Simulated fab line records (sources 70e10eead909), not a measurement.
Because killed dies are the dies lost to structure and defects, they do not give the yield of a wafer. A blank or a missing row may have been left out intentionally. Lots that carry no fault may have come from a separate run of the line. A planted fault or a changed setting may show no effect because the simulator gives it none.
Which tool was responsible?	flow nand harc	Sampling: 23 lots, 69 wafers, 6 of 1302 route steps

WHAT THE GAUGES SHOWED, per wafer
The record holds no reading of a measuring or inspecting step that can be judged against a usual standard deviation.

TOOL THAT RAN EACH LOT (tool first, then ch and the chambers of the sampled wafers, then the start)
lot	NHARC_A_STAIRCASE_ETCH_15	NHARC_A_STAIRCASE_TRIM_187	NHARC_A_STAIRCASE_TRIM_196	NHARC_A_STAIRCASE_ETCH_199	NHARC_A_STAIRCASE_ETCH_201	NHARC_A_STAIRCASE_TRIM_235
L074	rie diel-04 ch 0,1, day 15 18:01 or earlier	rie diel-04 ch 0,2,3, day 15 18:01	rie diel-07 ch 0,1,2, day 15 19:23	rie diel-07 ch 0,1,3, no start	rie diel-07 ch 0,1,2, no start	rie diel-07 ch 0,2,3, no start
L075	rie diel-08 ch 0,1, day 15 21:44 or earlier	rie diel-07 ch 0,1,2, day 15 21:44	rie diel-08 ch 1,2, day 15 23:07	rie diel-08 ch 2,3, no start	rie diel-08 ch 2,3, no start	rie diel-08 ch 1,2,3, no start
L077	rie diel-04 ch 0,2, day 17 00:58 or earlier	rie diel-04 ch 0,2, day 17 00:58	rie diel-04 ch 0,1,2, day 17 01:59	rie diel-04 ch 0,1, no start	rie diel-04 ch 0,1,3, no start	rie diel-08 ch 1,2, no start
L078	rie diel-07 ch 0,1, day 17 13:03 or earlier	rie diel-04 ch 0,1, day 17 13:03	rie diel-04 ch 0,1,2, day 17 14:14	rie diel-04 ch 1,2,3, no start	rie diel-04 ch 1,3, no start	rie diel-08 ch 0,1,3, no start
L079	rie diel-08 ch 0,1,2, day 17 14:39 or earlier	rie diel-08 ch 0,1,2, day 17 14:39	rie diel-07 ch 0,1,3, day 17 15:47	rie diel-07 ch 0,2,3, no start	rie diel-07 ch 0,1,2, no start	rie diel-07 ch 1,2,3, no start
L080	rie diel-07 ch 0,2,3, day 18 02:08 or earlier	rie diel-07 ch 0,1, day 18 02:08	rie diel-08 ch 0,2,3, day 18 03:18	rie diel-08 ch 1,3, no start	rie diel-08 ch 0,1,3, no start	rie diel-04 ch 2,3, no start
L081	rie diel-08 ch 0,1,2, day 18 02:19 or earlier	rie diel-07 ch 1,2,3, day 18 02:19	rie diel-08 ch 0,1,3, day 18 03:26	rie diel-08 ch 0,1,3, no start	rie diel-08 ch 0,1,3, no start	rie diel-07 ch 0,2,3, no start
L082	rie diel-04 ch 0,2,3, day 18 23:52 or earlier	rie diel-04 ch 1,2,3, day 18 23:52	rie diel-04 ch 1,2, day 19 00:56	rie diel-04 ch 0,1,3, no start	rie diel-04 ch 0,2,3, no start	rie diel-04 ch 0,1,3, no start
L083	rie diel-04 ch 0,1,3, day 19 00:17 or earlier	rie diel-07 ch 0,2, day 19 00:17	rie diel-04 ch 0,1, day 19 01:34	rie diel-04 ch 0,2, no start	rie diel-04 ch 0,1, no start	rie diel-07 ch 1,2,3, no start
L084	rie diel-07 ch 0,1,2, day 20 02:37 or earlier	rie diel-07 ch 1,3, day 20 02:37	rie diel-04 ch 1,3, day 20 03:39	rie diel-04 ch 0,1, no start	rie diel-04 ch 1,2,3, no start	rie diel-08 ch 0,1,2, no start
L085	rie diel-08 ch 2,3, day 20 02:53 or earlier	rie diel-04 ch 0,3, day 20 02:53	rie diel-08 ch 0,1,3, day 20 04:00	rie diel-08 ch 0,1, no start	rie diel-08 ch 0,1,2, no start	rie diel-04 ch 2,3, no start
L086	rie diel-08 ch 0,1,2, day 20 15:38 or earlier	rie diel-08 ch 0,1,3, day 20 15:38	rie diel-04 ch 0,1,2, day 20 17:40	rie diel-04 ch 1,2,3, no start	rie diel-04 ch 1,2,3, no start	rie diel-08 ch 1,2, no start
L087	rie diel-07 ch 0,1,3, day 21 11:59 or earlier	rie diel-07 ch 1,2, day 21 11:59	rie diel-04 ch 0,1,2, day 21 13:03	rie diel-04 ch 1,2, no start	rie diel-04 ch 0,1,2, no start	rie diel-07 ch 0,2,3, no start
L089	rie diel-07 ch 2,3, day 21 22:28 or earlier	rie diel-08 ch 0,1,3, day 21 22:28	rie diel-08 ch 0,3, day 22 00:20	rie diel-08 ch 0,2,3, no start	rie diel-08 ch 0,2, no start	rie diel-08 ch 0,2,3, no start
L088	rie diel-04 ch 0,1,3, day 21 23:40 or earlier	rie diel-08 ch 0,3, day 21 23:40	rie diel-07 ch 2,3, day 22 00:55	rie diel-07 ch 0,2,3, no start	rie diel-07 ch 0,2,3, no start	rie diel-04 ch 0,1,3, no start
L090	rie diel-07 ch 0,1,2, day 22 11:40 or earlier	rie diel-07 ch 0,3, day 22 11:40	rie diel-07 ch 1,2, day 22 12:41	rie diel-07 ch 0,3, no start	rie diel-07 ch 0,3, no start	rie diel-04 ch 0,1,3, no start
L092	rie diel-08 ch 2,3, day 22 19:38 or earlier	rie diel-04 ch 0,1, day 22 19:38	rie diel-04 ch 0,3, day 22 20:39	rie diel-04 ch 2,3, no start	rie diel-04 ch 2,3, no start	rie diel-04 ch 0,2,3, no start
L091	rie diel-07 ch 0,3, day 22 20:03 or earlier	rie diel-07 ch 0,1,3, day 22 20:03	rie diel-04 ch 1,2,3, day 22 21:46	rie diel-04 ch 1,2,3, no start	rie diel-04 ch 0,1,3, no start	rie diel-08 ch 0,1, no start
L093	rie diel-07 ch 0,1,2, day 23 18:03 or earlier	rie diel-04 ch 0,3, day 23 18:03	rie diel-07 ch 1,2, day 23 19:15	rie diel-07 ch 1,2, no start	rie diel-07 ch 0,1, no start	rie diel-07 ch 0,2,3, no start
L094	rie diel-04 ch 0,3, day 24 07:37 or earlier	rie diel-04 ch 0,1, day 24 07:37	rie diel-08 ch 2,3, day 24 08:38	rie diel-08 ch 0,2,3, no start	rie diel-08 ch 1,3, no start	rie diel-04 ch 0,2, no start
L095	rie diel-08 ch 2,3, day 24 15:10 or earlier	rie diel-04 ch 0,1,3, day 24 15:10	rie diel-04 ch 0,2, day 24 16:35	rie diel-04 ch 0,2, no start	rie diel-04 ch 1,2, no start	rie diel-04 ch 1,2,3, no start
L096	rie diel-07 ch 0,1, day 25 16:00 or earlier	rie diel-07 ch 2,3, day 25 16:00	rie diel-08 ch 1,2, day 25 17:35	rie diel-08 ch 0,2,3, no start	rie diel-08 ch 1,2,3, no start	rie diel-07 ch 0,2,3, no start
L097	rie diel-07 ch 1,2,3, day 25 16:22 or earlier	rie diel-07 ch 1,3, day 25 16:22	rie diel-07 ch 1,2,3, day 25 17:54	rie diel-07 ch 0,2, no start	rie diel-07 ch 0,1, no start	rie diel-08 ch 0,1,3, no start
- NHARC_A_STAIRCASE_ETCH_15: etches the open film in C4F8/O2, target depth 100 nm, time 40.5 s.
- NHARC_A_STAIRCASE_TRIM_187: chemistry O2, time 211.2 s.
- NHARC_A_STAIRCASE_TRIM_196: chemistry O2, time 211.2 s.
- NHARC_A_STAIRCASE_ETCH_199: etches the open film in C4F8/O2, target depth 100 nm, time 40.5 s.
- NHARC_A_STAIRCASE_ETCH_201: etches the open film in C4F8/O2, target depth 100 nm, time 40.5 s.
- NHARC_A_STAIRCASE_TRIM_235: chemistry O2, time 211.2 s.

AS READ BY THE TOOLS THEMSELVES (means over the sampled wafers that have a number; for cases with no such wafer, the mark the record gives instead)
NHARC_A_STAIRCASE_ETCH_15. Usual: oes product au 0.942 a.u., standard deviation 0.011; rf vpp V 897 V, standard deviation 5.4.
lot	tool	oes product au (a.u.)	rf vpp V (V)	flag
L074	rie diel-04	0.941	889	
L075	rie diel-08	0.953	900	
L077	rie diel-04	0.945	899	
L078	rie diel-07	0.933	892	
L079	rie diel-08	0.954	899	
L080	rie diel-07	0.934	897	
L081	rie diel-08	0.949	899	
L082	rie diel-04	0.939	898	
L083	rie diel-04	0.936	898	
L084	rie diel-07	0.922	895	
L085	rie diel-08	0.951	899	
L086	rie diel-08	0.953	899	
L087	rie diel-07	0.938	894	
L089	rie diel-07	0.946	900	
L088	rie diel-04	0.954	898	
L090	rie diel-07	0.946	894	
L092	rie diel-08	0.945	899	
L091	rie diel-07	0.929	895	
L093	rie diel-07	0.926	895	
L094	rie diel-04	0.936	902	
L095	rie diel-08	0.944	898	
L096	rie diel-07	0.928	891	
L097	rie diel-07	0.932	898	

NHARC_A_STAIRCASE_TRIM_187. Usual: drypump motor current A 5.9 A, standard deviation 0.38; mfc ar sccm 0.015 sccm, standard deviation 0.013; oes product au 0.997 a.u., standard deviation 0.011; rf vpp V 57.7 V, standard deviation 0.98; showerhead plenum p Torr 3.54 Torr, standard deviation 0.15; throttle valve pct 17.037 %, standard deviation 0.0091.
lot	tool	drypump motor current A (A)	mfc ar sccm (sccm)	oes product au (a.u.)	rf vpp V (V)	showerhead plenum p Torr (Torr)	throttle valve pct (%)	flag
L074	rie diel-04	6.0	0.021	1.010	57.7	3.39	17.036	
L075	rie diel-07	6.1	0.016	0.991	56.9	3.52	17.038	
L077	rie diel-04	5.8	0.022	1.002	58.1	3.48	17.036	
L078	rie diel-04	6.0	0.025	1.000	58.1	3.59	17.037	
L079	rie diel-08	6.0	0.000	1.009	58.2	3.63	17.034	
L080	rie diel-07	6.0	0.017	0.986	57.5	3.45	17.032	
L081	rie diel-07	5.6	0.012	0.988	57.7	3.59	17.038	
L082	rie diel-04	5.9	0.033	1.005	58.3	3.45	17.038	
L083	rie diel-07	6.2	0.014	0.982	58.1	3.47	17.038	
L084	rie diel-07	5.2	0.007	0.993	57.4	3.58	17.029	
L085	rie diel-04	6.2	0.011	0.988	58.2	3.71	17.035	
L086	rie diel-08	6.0	0.000	1.010	58.0	3.69	17.030	
L087	rie diel-07	6.0	0.019	0.992	57.0	3.53	17.047	
L089	rie diel-08	6.0	0.000	1.009	58.1	3.69	17.026	
L088	rie diel-08	6.1	0.000	1.011	57.6	3.62	17.037	
L090	rie diel-07	5.4	0.004	0.990	57.7	3.53	17.041	
L092	rie diel-04	6.0	0.025	1.006	57.6	3.57	17.039	
L091	rie diel-07	5.7	0.011	0.985	57.3	3.48	17.030	
L093	rie diel-04	6.2	0.011	0.997	57.9	3.70	17.042	
L094	rie diel-04	6.1	0.014	0.997	58.5	3.67	17.034	
L095	rie diel-04	6.1	0.023	0.998	57.5	3.59	17.040	
L096	rie diel-07	5.4	0.006	0.998	58.6	3.61	17.031	
L097	rie diel-07	5.3	0.007	0.996	58.4	3.55	17.036	

NHARC_A_STAIRCASE_TRIM_196. Usual: drypump motor current A 5.9 A, standard deviation 0.32; mfc ar sccm 0.015 sccm, standard deviation 0.014; oes product au 0.999 a.u., standard deviation 0.01; rf vpp V 58.0 V, standard deviation 0.89; showerhead plenum p Torr 3.57 Torr, standard deviation 0.15; throttle valve pct 17.037 %, standard deviation 0.0096.
lot	tool	drypump motor current A (A)	mfc ar sccm (sccm)	oes product au (a.u.)	rf vpp V (V)	showerhead plenum p Torr (Torr)	throttle valve pct (%)	flag
L074	rie diel-07	6.1	0.016	0.984	58.1	3.53	17.030	
L075	rie diel-08	5.7	0.000	1.004	58.0	3.63	17.040	
L077	rie diel-04	5.9	0.024	1.004	58.5	3.54	17.039	
L078	rie diel-04	5.9	0.024	1.002	57.7	3.53	17.035	
L079	rie diel-07	5.7	0.011	0.989	57.3	3.50	17.038	
L080	rie diel-08	5.9	0.000	1.008	57.2	3.63	17.048	
L081	rie diel-08	6.0	0.000	1.013	57.7	3.71	17.037	
L082	rie diel-04	5.7	0.034	1.009	57.5	3.37	17.038	
L083	rie diel-04	6.1	0.014	1.007	58.2	3.69	17.036	
L084	rie diel-04	6.1	0.032	1.003	57.8	3.53	17.035	
L085	rie diel-08	6.0	0.000	1.005	58.2	3.70	17.041	
L086	rie diel-04	5.9	0.024	1.005	57.5	3.52	17.033	
L087	rie diel-04	5.9	0.024	1.009	57.7	3.52	17.031	
L089	rie diel-08	6.1	0.000	1.006	57.3	3.62	17.033	
L088	rie diel-07	5.4	0.006	0.990	58.2	3.63	17.042	
L090	rie diel-07	6.1	0.018	0.998	58.3	3.59	17.038	
L092	rie diel-04	6.2	0.011	0.993	57.4	3.70	17.039	
L091	rie diel-04	5.9	0.033	1.000	57.5	3.43	17.043	
L093	rie diel-07	6.0	0.019	0.989	58.1	3.52	17.032	
L094	rie diel-08	5.7	0.000	0.996	57.8	3.60	17.031	
L095	rie diel-04	6.0	0.012	0.987	58.7	3.61	17.036	
L096	rie diel-08	5.8	0.000	0.990	58.0	3.66	17.048	
L097	rie diel-07	5.7	0.012	0.997	58.2	3.56	17.032	

NHARC_A_STAIRCASE_ETCH_199. Usual: oes product au 0.945 a.u., standard deviation 0.012; rf vpp V 897 V, standard deviation 5.8.
lot	tool	oes product au (a.u.)	rf vpp V (V)	flag
L074	rie diel-07	0.932	896	
L075	rie diel-08	0.957	903	
L077	rie diel-04	0.945	899	
L078	rie diel-04	0.944	893	
L079	rie diel-07	0.950	898	
L080	rie diel-08	0.935	904	
L081	rie diel-08	0.937	903	
L082	rie diel-04	0.943	899	
L083	rie diel-04	0.940	900	
L084	rie diel-04	0.948	901	
L085	rie diel-08	0.959	900	
L086	rie diel-04	0.955	893	
L087	rie diel-04	0.956	890	
L089	rie diel-08	0.942	899	
L088	rie diel-07	0.949	897	
L090	rie diel-07	0.939	893	
L092	rie diel-04	0.954	890	
L091	rie diel-04	0.947	892	
L093	rie diel-07	0.958	898	
L094	rie diel-08	0.945	899	
L095	rie diel-04	0.938	892	
L096	rie diel-08	0.961	898	
L097	rie diel-07	0.945	893	

NHARC_A_STAIRCASE_ETCH_201. Usual: oes product au 0.943 a.u., standard deviation 0.012; rf vpp V 897 V, standard deviation 5.8.
lot	tool	oes product au (a.u.)	rf vpp V (V)	flag
L074	rie diel-07	0.923	896	
L075	rie diel-08	0.954	900	
L077	rie diel-04	0.942	899	
L078	rie diel-04	0.943	895	
L079	rie diel-07	0.930	895	
L080	rie diel-08	0.940	902	
L081	rie diel-08	0.947	902	
L082	rie diel-04	0.932	897	
L083	rie diel-04	0.949	902	
L084	rie diel-04	0.945	892	
L085	rie diel-08	0.956	899	
L086	rie diel-04	0.953	892	
L087	rie diel-04	0.961	896	
L089	rie diel-08	0.950	897	
L088	rie diel-07	0.940	897	
L090	rie diel-07	0.937	893	
L092	rie diel-04	0.929	893	
L091	rie diel-04	0.943	898	
L093	rie diel-07	0.934	891	
L094	rie diel-08	0.943	904	
L095	rie diel-04	0.957	893	
L096	rie diel-08	0.942	901	
L097	rie diel-07	0.935	892	

NHARC_A_STAIRCASE_TRIM_235. Usual: drypump motor current A 5.9 A, standard deviation 0.38; mfc ar sccm 0.012 sccm, standard deviation 0.013; oes product au 0.998 a.u., standard deviation 0.0098; rf vpp V 57.9 V, standard deviation 0.84; showerhead plenum p Torr 3.58 Torr, standard deviation 0.15; throttle valve pct 17.036 %, standard deviation 0.0087.
lot	tool	drypump motor current A (A)	mfc ar sccm (sccm)	oes product au (a.u.)	rf vpp V (V)	showerhead plenum p Torr (Torr)	throttle valve pct (%)	flag
L074	rie diel-07	5.8	0.010	0.989	57.8	3.57	17.035	
L075	rie diel-08	5.8	0.000	1.001	57.4	3.71	17.035	
L077	rie diel-08	5.8	0.000	1.005	57.6	3.70	17.041	
L078	rie diel-08	6.0	0.000	1.005	58.3	3.71	17.032	
L079	rie diel-07	5.6	0.012	0.983	58.2	3.59	17.033	
L080	rie diel-04	6.0	0.030	0.991	58.2	3.47	17.034	
L081	rie diel-07	5.8	0.010	0.986	57.7	3.56	17.028	
L082	rie diel-04	6.1	0.023	0.995	58.3	3.61	17.035	
L083	rie diel-07	5.7	0.012	0.990	58.2	3.59	17.031	
L084	rie diel-08	5.9	0.000	1.002	58.0	3.62	17.034	
L085	rie diel-04	5.9	0.030	0.994	58.5	3.46	17.043	
L086	rie diel-08	5.7	0.000	1.002	57.8	3.61	17.039	
L087	rie diel-07	5.8	0.010	0.994	58.2	3.55	17.042	
L089	rie diel-08	5.9	0.000	1.001	57.6	3.61	17.041	
L088	rie diel-04	6.1	0.023	1.004	57.8	3.60	17.038	
L090	rie diel-04	6.1	0.023	1.006	57.4	3.60	17.039	
L092	rie diel-04	6.0	0.021	0.998	57.4	3.53	17.033	
L091	rie diel-08	6.1	0.000	1.009	58.2	3.62	17.033	
L093	rie diel-07	5.8	0.010	0.999	57.4	3.54	17.044	
L094	rie diel-04	6.0	0.012	0.995	57.8	3.61	17.039	
L095	rie diel-04	5.9	0.033	0.992	58.0	3.43	17.032	
L096	rie diel-07	5.9	0.010	0.995	57.6	3.53	17.035	
L097	rie diel-08	6.0	0.000	0.999	58.1	3.67	17.037	

THE ANSWER, worked out from the rows above alone
Rule: a lot counts as off when the mean over its wafers that have a number is more than 3 standard deviations away from the usual mean. A lot without any number at a reading at which 4 lots or more have one is off too. All remaining lots with rows at the step are treated as sound. Order of review: gauges by route order, followed by the tools' own readings, for which a lot's mean as printed above is used. The first step at which some lot is off is used, and at that step the reading that is off furthest; a lot without a number counts as furthest.
Nothing can be told from this: no lot is off at any reading shown.

WHAT HAD BEEN PUT IN BY THE SIMULATOR
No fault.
